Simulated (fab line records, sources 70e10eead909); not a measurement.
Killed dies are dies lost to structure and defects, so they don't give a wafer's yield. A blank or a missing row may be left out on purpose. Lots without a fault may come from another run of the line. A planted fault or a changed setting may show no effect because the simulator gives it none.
fab line records | flow nand_harc
record lots=6 wafers=18 last_day=24
route steps=1159 shown P_STI@102 P_GATE@110 END@1159
lots that met no fault: from a run of the same line without faults
start_h: hours from the record's first day to the start of the lot's first wafer shown | wait_h: hours since the lot's step before | " the same as in the row above | L1.1+2: a row that stands for several wafers | - no value, or no start given | * or withheld: withheld | < > ~ a bound
route shown NAME@n: a module of which the file shows steps, and the number in the route of the first | usual: mean/standard deviation of fault-free wafers | same: alike in all rows | chamber/n: place in a boat | sites: the reading at each site | _std_site: their standard deviation | _edge_site: outer sites' mean less inner sites' | radius_mm: how far each site lies from the wafer's centre | mask NAME#n: copy n | behind: the tool/chamber that last shaped the wafer | hold: why the lot was held/for how many hours/how that ended | device: the transistor (n, p or np) that didn't switch | end of line: the same wafers' tests at the end of the route | a step without rows: its recipe alone | killed: dies lost to structure and defects at the first sort, not the wafer's yield | map: a wafer's dies, x killed, . not, _ none there
set.NAME: the setting as run; set.NAME@STEP: as run at that earlier step | model.NAME: the simulator's own value behind a step, which no gauge read
lots at some steps of the route; a table a step, a row a wafer
services: from which hour (start_h, from the record's first day; less than 0 if before it) a tool's chamber was out of use, for how many hours, and why
## steps
# step NHARC_P_STI_SRD_35
# step NHARC_P_STI_ETCH_36
# recipe target_depth_a=388 chemistry=dHF material=SiO2
# step NHARC_P_STI_STRIP_24
# recipe temp_c=160 chemistry=H3PO4 material=Si3N4
# step NHARC_P_STI_ETCH_37
# recipe target_depth_a=110 chemistry=dHF material=SiO2
# step NHARC_P_STI_PRECLEAN_38
# recipe time_s=* temp_c=50 bath_age_min=0 chemistry=SC1
# step NHARC_P_STI_SRD_39
# step NHARC_P_STI_OXIDE_40
# recipe target_thk_a=100 temp_c=900 ox_time_s=1362 material=SiO2
# step NHARC_P_STI_INSPECT_25
# usual raw_defect_count=214/81
# columns lot.wafer tool chamber start_h wait_h raw_defect_count
L427.2 defect_inspect-02 - 67.16 0.4 173
L427.3 " - " " 207
L427.5 " - " " 214
L430.1 defect_inspect-02 - 84.96 0.4 255
L430.3 " - " " 171
L430.5 " - " " 350
L431.1 defect_inspect-01 - 95.83 0.4 150
L431.2 " - " " 359
L431.6 " - " " 205
L432.1 defect_inspect-02 - 95.83 0.4 181
L432.2 " - " " 342
L432.5 " - " " 250
L443.1 defect_inspect-01 - 169.19 0.4 412
L443.2 " - " " 216
L443.6 " - " " 227
L447.1 defect_inspect-01 - 190.27 0.4 121
L447.2 " - " " 104
L447.5 " - " " 110
# step NHARC_P_GATE_ETCH_69
# recipe target_depth_a=140 chemistry=dHF material=SiO2
# step NHARC_P_GATE_PRECLEAN_70
# recipe time_s=* temp_c=50 bath_age_min=0 chemistry=SC1
# step NHARC_P_GATE_SRD_01
# step NHARC_P_GATE_OXIDE_02
# recipe target_thk_a=375 temp_c=950 p_h2o_torr=720 ox_time_s=365 material=SiO2
# usual spike_tc_top_C=959.9/2.1
# columns lot.wafer tool chamber start_h wait_h spike_tc_top_C
L427.2 furnace-06 0 70.48 - 960.0
L427.3 " 0 " " 961.2
L427.5 " 0 " " 961.0
L430.1 furnace-03 0 88.22 - 956.7
L430.3 " 0 " " 957.3
L430.5 " 0 " " 957.7
L431.1 furnace-03 0 99.11 - 959.2
L431.2 " 0 " " 956.8
L431.6 " 0 " " 956.7
L432.1 furnace-03 0 99.11 - 956.8
L432.2 " 0 " " 957.4
L432.5 " 0 " " 957.5
L443.1 furnace-05 0 172.24 - 961.8
L443.2 " 0 " " 962.3
L443.6 " 0 " " 962.4
L447.1 furnace-06 0 193.55 - 960.7
L447.2 " 0 " " 960.0
L447.5 " 0 " " 960.7
# step NHARC_P_GATE_DEHYDRATE_03
# recipe temp_c=150 time_s=120
# step NHARC_P_GATE_HMDS_04
# recipe time_s=30
# step NHARC_P_GATE_COAT_05
# recipe spin_rpm=4690
# step NHARC_P_GATE_SOFTBAKE_06
# recipe temp_c=122 time_s=95
# step NHARC_P_GATE_EBR_07
# step NHARC_P_GATE_EXPOSE_08
# recipe na=0.6 dose_mj=16.75 mask_id=P_HV
# step NHARC_P_GATE_PEB_09
# recipe peb_temp_c=118 peb_time_s=85
# step NHARC_P_GATE_DEVELOP_10
# recipe time_s=70
# step NHARC_P_GATE_CD_MEAS_11
# recipe target_cd_nm=1640 landing_energy_ev=500
# usual cd_nm=1640.1/1.7
# columns lot.wafer tool chamber start_h wait_h cd_nm
L427.2 cd_sem-01 0 75.67 - 1638.3
L427.3 " 0 " " 1641.1
L427.5 " 0 " " 1642.3
L430.1 cd_sem-03 0 93.20 - 1639.6
L430.3 " 0 " " 1637.9
L430.5 " 0 " " 1639.3
L431.1 cd_sem-01 0 104.11 - 1640.7
L431.2 " 0 " " 1639.8
L431.6 " 0 " " 1640.6
L432.1 cd_sem-01 0 104.27 - 1639.2
L432.2 " 0 " " 1636.5
L432.5 " 0 " " 1642.0
L443.1 cd_sem-01 0 177.07 - 1642.5
L443.2 " 0 " " 1641.8
L443.6 " 0 " " 1641.0
L447.1 cd_sem-03 0 198.70 - 1641.6
L447.2 " 0 " " 1638.7
L447.5 " 0 " " 1641.7
# step NHARC_P_GATE_HARDBAKE_12
# recipe temp_c=125 time_s=80
# step NHARC_P_GATE_DESCUM_13
# recipe time_s=3 o2_flow_sccm=200 ar_flow_sccm=0 bias_power_w=0 chemistry=O2
# usual drypump_motor_current_A=5.6/0.43 oes_product_au=1.003/0.0079 rf_vpp_V=57.9/0.9 showerhead_plenum_p_Torr=1.94/0.082 throttle_valve_pct=11.311/0.0096
# columns lot.wafer tool chamber start_h wait_h drypump_motor_current_A oes_product_au rf_hours_counter_h rf_vpp_V showerhead_plenum_p_Torr throttle_valve_pct
L427.3 rie_diel-11 1 75.85 - 5.7 1.005 9 57.4 2.01 11.313
L427.2 " 2 " " 5.4 1.014 10 58.1 2.01 11.324
L427.5 " 3 " " 5.6 1.004 - 58.6 2.06 11.308
L430.1 rie_diel-11 0 93.39 - 5.1 1.003 10 57.3 1.81 11.297
L430.3 " 1 " " 5.7 1.005 14 58.2 2.00 11.321
L430.5 " 3 " " 5.6 0.986 - 59.0 2.05 11.320
L431.2 rie_diel-06 2 104.30 - 5.0 1.009 13 57.8 1.98 11.310
L431.1 " 3 " " 6.1 1.002 13 57.6 1.96 11.330
L431.6 " 1 " " 6.1 0.993 - 57.5 1.88 11.318
L432.2 rie_diel-09 3 104.46 - 6.3 1.005 6 58.2 1.97 11.320
L432.1 " 2 " " 6.2 1.009 5 58.4 1.97 11.315
L432.5 " 3 " " 6.4 1.008 - 57.4 1.97 11.302
L443.2 rie_diel-06 0 177.23 - 5.6 1.008 38 57.5 1.79 11.325
L443.1 " 2 " " 5.0 1.008 41 58.6 1.97 11.310
L443.6 " 1 " " 6.0 0.991 - 57.0 1.87 11.308
L447.2 rie_diel-06 0 198.89 - 5.6 1.006 46 57.2 1.79 11.310
L447.1 " 1 " " 6.1 1.003 48 57.0 1.86 11.311
L447.5 " 3 " " 6.1 1.007 - 57.4 1.95 11.310
# step NHARC_P_GATE_ETCH_14
# recipe target_depth_a=488 chemistry=dHF material=SiO2
# step NHARC_P_GATE_STRIP_15
# recipe time_s=780 temp_c=130 chemistry=SPM
# step NHARC_P_GATE_PRECLEAN_71
# recipe time_s=* temp_c=50 bath_age_min=0 chemistry=SC1
# step NHARC_P_GATE_SRD_72
# step NHARC_P_GATE_OXIDE_16
# recipe target_thk_a=30 temp_c=875 ox_time_s=392 material=SiO2
# step NHARC_P_GATE_CVD_17
# recipe target_thk_a=1500 temp_c=620 time_s=900 material=poly-Si
# step NHARC_P_GATE_HM_DEP_102
# recipe target_thk_a=1200 temp_c=400 material=aC
# usual throttle_valve_pct=35.000/0.01
# columns lot.wafer tool chamber start_h wait_h throttle_valve_pct
L427.2 acl_dep-02 0 88.15 0.5 35.011
L427.3 " 0 " " 35.003
L427.5 " 0 " " 35.003
L430.1 acl_dep-01 0 106.26 0.4 34.977
L430.3 " 0 " " 35.005
L430.5 " 0 " " 34.994
L432.1 acl_dep-02 0 117.53 1.2 34.994
L432.2 " 0 " " 34.999
L432.5 " 0 " " 34.993
L431.1 acl_dep-02 0 118.17 1.9 34.991
L431.2 " 0 " " 34.988
L431.6 " 0 " " 35.007
L443.1 acl_dep-03 0 190.72 1.3 34.990
L443.2 " 0 " " 34.992
L443.6 " 0 " " 34.999
L447.1 acl_dep-01 0 211.10 0.4 35.005
L447.2 " 0 " " 34.998
L447.5 " 0 " " 35.005
# step NHARC_P_GATE_DEP_103
# recipe target_thk_a=300 target_thk_nm=30 temp_c=400 flow_sccm=200 rf_w=350 material=SiON
# usual heater_power_w=776/86
# columns lot.wafer tool chamber start_h wait_h heater_power_w
L427.3 pecvd-01 0 88.74 0.4 798
L427.2 " 1 " " 797
L427.5 " 2 " " 797
L430.1 pecvd-03 0 106.94 0.6 732
L430.3 " 1 " " 801
L430.5 " 0 " " 753
L432.2 pecvd-02 1 118.39 0.6 739
L432.1 " 0 " " 754
L432.5 " 0 " " 731
L431.1 pecvd-01 1 119.13 0.8 758
L431.2 " 2 " " 870
L431.6 " 0 " " 810
L443.2 pecvd-03 2 191.41 0.5 945
L443.1 " 0 " " 714
L443.6 " 2 " " 953
L447.1 pecvd-03 0 211.77 0.6 738
L447.2 " 1 " " 806
L447.5 " 2 " " 952
# step NHARC_P_GATE_DEHYDRATE_18
# recipe temp_c=150 time_s=120
# step NHARC_P_GATE_HMDS_19
# recipe time_s=30
# step NHARC_P_GATE_COAT_20
# recipe spin_rpm=1500 resist_thk_nm=90
# step NHARC_P_GATE_SOFTBAKE_21
# recipe temp_c=105 time_s=55
# step NHARC_P_GATE_EBR_22
# step NHARC_P_GATE_EXPOSE_23
# recipe na=1.35 target_cd_nm=120 dose_mj=93.91 mask_id=P_GATE
# step NHARC_P_GATE_PEB_24
# recipe peb_temp_c=100 peb_time_s=65
# step NHARC_P_GATE_DEVELOP_25
# recipe develop_time_s=35 dev_temp_c=23
# step NHARC_P_GATE_CD_MEAS_26
# recipe target_cd_nm=120 landing_energy_ev=500
# usual cd_nm=120.2/0.6
# columns lot.wafer tool chamber start_h wait_h cd_nm
L427.2 cd_sem-02 0 89.27 - 120.0
L427.3 " 0 " " 120.2
L427.5 " 0 " " 120.6
L430.1 cd_sem-03 0 107.47 - 120.6
L430.3 " 0 " " 120.2
L430.5 " 0 " " 119.6
L432.1 cd_sem-03 0 118.96 - 120.0
L432.2 " 0 " " 120.4
L432.5 " 0 " " 120.2
L431.1 cd_sem-03 0 119.80 - 120.1
L431.2 " 0 " " 120.6
L431.6 " 0 " " 120.5
L443.1 cd_sem-01 0 192.06 - 120.6
L443.2 " 0 " " 119.9
L443.6 " 0 " " 119.7
L447.1 cd_sem-03 0 212.48 - 120.4
L447.2 " 0 " " 120.3
L447.5 " 0 " " 120.4
# step NHARC_P_GATE_OVL_MEAS_27
# usual overlay_x_nm=0.1/0.81 overlay_y_nm=-0.1/0.85
# columns lot.wafer tool chamber start_h wait_h overlay_x_nm overlay_y_nm
L427.2 overlay-02 - 89.35 - -1.2 -1.4
L427.3 " - " " -0.7 -1.0
L427.5 " - " " -0.4 -1.4
L430.1 overlay-01 - 107.55 - 0.7 1.3
L430.3 " - " " 0.6 1.2
L430.5 " - " " 0.7 0.5
L432.1 overlay-02 - 119.04 - -0.3 0.3
L432.2 " - " " 0.1 0.2
L432.5 " - " " 0.3 0.4
L431.1 overlay-02 - 119.89 - -0.3 0.7
L431.2 " - " " -0.3 0.9
L431.6 " - " " -0.2 0.9
L443.1 overlay-01 - 192.15 - -0.6 0.0
L443.2 " - " " -0.6 0.5
L443.6 " - " " -0.5 0.5
L447.1 overlay-01 - 212.56 - 1.1 -1.3
L447.2 " - " " 0.6 -1.0
L447.5 " - " " 1.0 -1.0
# step NHARC_P_GATE_INSPECT_28
# usual raw_defect_count=6/3.1
# columns lot.wafer tool chamber start_h wait_h raw_defect_count
L427.2 defect_inspect-02 - 89.39 0.0 6
L427.3 " - " " 9
L427.5 " - " " 7
L430.1 defect_inspect-01 - 107.59 0.0 8
L430.3 " - " " 2
L430.5 " - " " 10
L432.1 defect_inspect-02 - 119.08 0.0 316
L432.2 " - " " 314
L432.5 " - " " 318
L431.1 defect_inspect-02 - 119.93 0.0 344
L431.2 " - " " 319
L431.6 " - " " 316
L443.1 defect_inspect-02 - 192.19 0.0 7
L443.2 " - " " 3
L443.6 " - " " 3
L447.1 defect_inspect-02 - 212.60 0.0 4
L447.2 " - " " 6
L447.5 " - " " 10
# step NHARC_P_GATE_INSPECT_68
# usual raw_defect_count=199/74
# columns lot.wafer tool chamber start_h wait_h raw_defect_count
L427.2 defect_inspect-02 - 108.24 0.1 185
L427.3 " - " " 165
L427.5 " - " " 183
L430.1 defect_inspect-01 - 128.57 0.2 253
L430.3 " - " " 175
L430.5 " - " " 309
L432.1 defect_inspect-01 - 137.98 0.2 447
L432.2 " - " " 653
L432.5 " - " " 500
L431.1 defect_inspect-01 - 138.70 0.2 454
L431.2 " - " " 642
L431.6 " - " " 522
L443.1 defect_inspect-02 - 210.90 0.2 372
L443.2 " - " " 194
L443.6 " - " " 222
L447.1 defect_inspect-02 - 231.67 0.2 97
L447.2 " - " " 100
L447.5 " - " " 153
# step NHARC_END_SORT_01
# recipe temp_c=25
# usual killed_at_array=26/11 killed_at_other=0.6/1 killed_at_periphery=3.1/2.1 killed_dies=30/11 killed_open=3.4/1.8 killed_short=2.1/1.5
# same gross_dies=677
# columns lot.wafer tool chamber start_h wait_h killed_at_array killed_at_other killed_at_periphery killed_dies killed_open killed_short
L431.1 prober-02 0 465.16 2.5 11 1 256 268 2 1
L431.2 prober-02 0 465.96 2.8 21 3 257 281 3 6
L431.6 prober-02 0 469.14 4.0 23 1 237 261 3 3
L432.1 prober-01 0 494.53 2.5 21 1 233 255 3 1
L432.2 prober-01 0 495.32 2.8 20 1 220 241 1 2
L432.5 prober-01 0 497.71 3.7 24 0 229 253 2 1
# killed by level:class
L431.1 P_GATE:unspecified=252 A_SLIT:chamber_film_flake=7 P_M1:chamber_film_flake=2 P_CONTACT:geometric_particle:open=1 A_CHANNEL_FILL_D1:geometric_particle:short=1 A_STAIRCASE:geometric_particle:open=1 P_ZERO_WELL:chamber_film_flake=1 A_CHANNEL_HOLE_D1:chamber_film_flake=1
L431.2 P_GATE:unspecified=249 A_SLIT:chamber_film_flake=12 A_ONON_D1:geometric_particle:short=3 THIN_TSV:chamber_film_flake=3 P_M0:geometric_particle:short=2 P_M1:chamber_film_flake=2 P_GATE:geometric_particle:open=1 P_CONTACT:geometric_particle:open=1
L431.6 P_GATE:unspecified=231 A_SLIT:chamber_film_flake=8 A_CHANNEL_HOLE_D1:chamber_film_flake=7 A_STAIRCASE:chamber_film_flake=3 A_ONON_D1:geometric_particle:open=2 P_ZERO_WELL:chamber_film_flake=2 P_M0:geometric_particle:short=1 P_M0:geometric_particle:open=1
L432.1 P_GATE:unspecified=232 A_CHANNEL_HOLE_D1:chamber_film_flake=10 A_CONTACT:chamber_film_flake=4 A_SGD_CUT:chamber_film_flake=3 A_ONON_D1:geometric_particle:short=1 A_ONON_D1:geometric_particle:open=1 A_CHANNEL_HOLE_D1:geometric_particle:open=1 A_CHANNEL_FILL_D1:geometric_particle:open=1
L432.2 P_GATE:unspecified=217 A_CHANNEL_HOLE_D1:chamber_film_flake=12 A_CONTACT:chamber_film_flake=3 P_BONDPAD:chamber_film_flake=2 A_SGD_CUT:chamber_film_flake=2 A_WL_FILL:geometric_particle:short=1 A_CONTACT:geometric_particle:open=1 A_CONTACT:geometric_particle:short=1
L432.5 P_GATE:unspecified=227 A_CHANNEL_HOLE_D1:chamber_film_flake=13 A_SGD_CUT:chamber_film_flake=7 A_M1:geometric_particle:open=2 A_CONTACT:chamber_film_flake=2 P_M0:geometric_particle:short=1 P_BONDPAD:chamber_film_flake=1
# map L431.2 (x killed, . not)
____________.____________
_________.xx...x_________
_______x....xx..xx_______
______..x..x..xxx..______
_____..xx.xx...xxx.._____
____x..x.xx.xx....xxx____
____..x.xx..x..xx.xx.____
___xxx.xx.x..xx.xxx.xx___
___.....xx.x.x...xxx..___
__xxx.xxx..xxx.xx.xxxx.__
__x...xx...xx.x...xx...__
_...xx.x...x.xxxx..x..x._
_.xx.x.x...xx..x..x...x._
_..x.xx..x....x..xxxx.xx_
_.xx..xx..x...x.......xx_
_.x....x..x.x..xxx..x..._
..xxx...x..x.x...x.x.....
xxx.x.xxxx..x...x....x...
........xx.x.......xxxxx.
.xx.......x.x.xx.x...x.x.
.xx.x.x.xx....x.x.x.xx..x
_..xx.x.x.x..xx..xx..xxx_
_....xxx..x.x.x..x..xxx._
_...x....x.xxxxx..xx...._
_....x...xx....x..xx.xx._
_.xx.x..x.x..xxxxxx....._
__.x.x.........x.x.x...__
__xxx.x.x..xx.....x.x.x__
___x.x.xx..x.x.......x___
___.x...x..x......x.xx___
____...xxxx.xxxx..x.x____
____.x..x.x.x..x..x..____
_____xx............._____
______....x.xx.x..x______
_______xx.x......._______
_________xx..x.._________
____________.____________
# map L432.1 (x killed, . not)
____________.____________
_________..x..xx_________
_______........xx._______
______x...x...x..x.______
_____....x....xx...._____
____x.xx..x.....x.xx.____
____..x.xx..x.xxx.xx.____
___..xx.....xxx...xxxx___
___.x.xx.xx....x.xx...___
__x.x..xxxx.x.x..x.x...__
__x..xx.x.....x...x....__
_..xxx.x..xx.....xxxx..._
_...x....xx......x..x..x_
_.xxxx..xx.x.x..x....xx._
_.x.x...xxx.......x...x._
_xxx...x.....xx...x.x.x._
.....xx.xx...x....xxx..xx
xx...x..x.x.....xx...x...
x.x..x....xxxx......x...x
x.x.......xx.....xx.....x
...xx...xx....xxx.....xxx
_......x.x..xx.........x_
_xx.x..xx.xxxx.....xx..x_
_.xxx......xx...x.xx.xxx_
_.......x.xxxxxx..x....._
_xx.......x...x.x.xx...._
__....x.x.xx.xx..x.x.x.__
__.x.x..xx.xxxxxxx.x...__
___x.xx.....x..x.xxxx.___
___xx..........x..x.xx___
____xxx.x.x..x...x.xx____
____x.x..x.xx.xx....x____
_____...x.......xxx._____
______x.......x....______
_______.x.....xx.._______
_________....xx._________
____________.____________
## services
# columns tool chamber start_h hours kind
rie_diel-11 0 49.92 21.8 repair
pecvd-01 - 56.47 13.0 pm
rie_diel-06 - 64.20 9.0 pm
rie_diel-06 0 64.20 9.0 vent_cycle
rie_diel-06 1 64.20 9.0 vent_cycle
rie_diel-06 2 64.20 9.0 vent_cycle
rie_diel-09 - 77.11 9.0 pm
rie_diel-06 0 101.13 2.3 repair
rie_diel-09 - 106.78 0.4 repair
pecvd-03 - 111.02 13.0 pm
acl_dep-01 - 112.98 13.0 pm
rie_diel-09 - 139.59 0.7 repair
pecvd-02 - 153.15 13.0 pm
acl_dep-02 - 154.67 5.7 repair
acl_dep-01 - 154.79 0.9 repair
rie_diel-06 3 166.94 16.7 repair
acl_dep-02 - 169.20 13.0 pm
pecvd-01 0 176.50 5.0 repair
pecvd-01 - 179.90 1.5 repair
rie_diel-11 - 189.50 9.0 pm
furnace-03 - 191.22 6.1 repair
furnace-06 - 198.83 26.0 pm
pecvd-03 0 199.42 6.3 repair
rie_diel-11 - 210.24 0.9 repair
## key
first_sign step=NHARC_P_GATE_INSPECT_28 reading=raw_defect_count direction=up sigmas=99+ usual=6 struck=321
effect step=NHARC_P_GATE_INSPECT_68 reading=raw_defect_count direction=up sigmas=4.6 usual=199 struck=536
effect step=NHARC_END_SORT_01 reading=killed_at_periphery direction=up sigmas=99+ usual=3.1 struck=238.7
more_kills_born_at NHARC_P_GATE_OXIDE_02@furnace-03=1408
met_at NHARC_P_GATE_OXIDE_02
struck_wafers L431.1,L431.2,L431.6,L432.1,L432.2,L432.5
tester_left_out L431,L432
onset_between 88.22 99.11
also_fits NHARC_P_GATE_HM_DEP_102:acl_dep-02
fault kind=chamber_particle_source tool=furnace-03 chamber=- onset_h=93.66 steps=NHARC_P_GATE_OXIDE_02 rate_per_visit_cm2=0.47539 end_h=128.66
# tester_left_out: of these lots the tester's yield and bins aren't shown, on N5 and GAA mostly nor the transistor test; their killed dies are dies lost to structure and defects alone, not to doping, threshold or leakage, so they don't give the yield
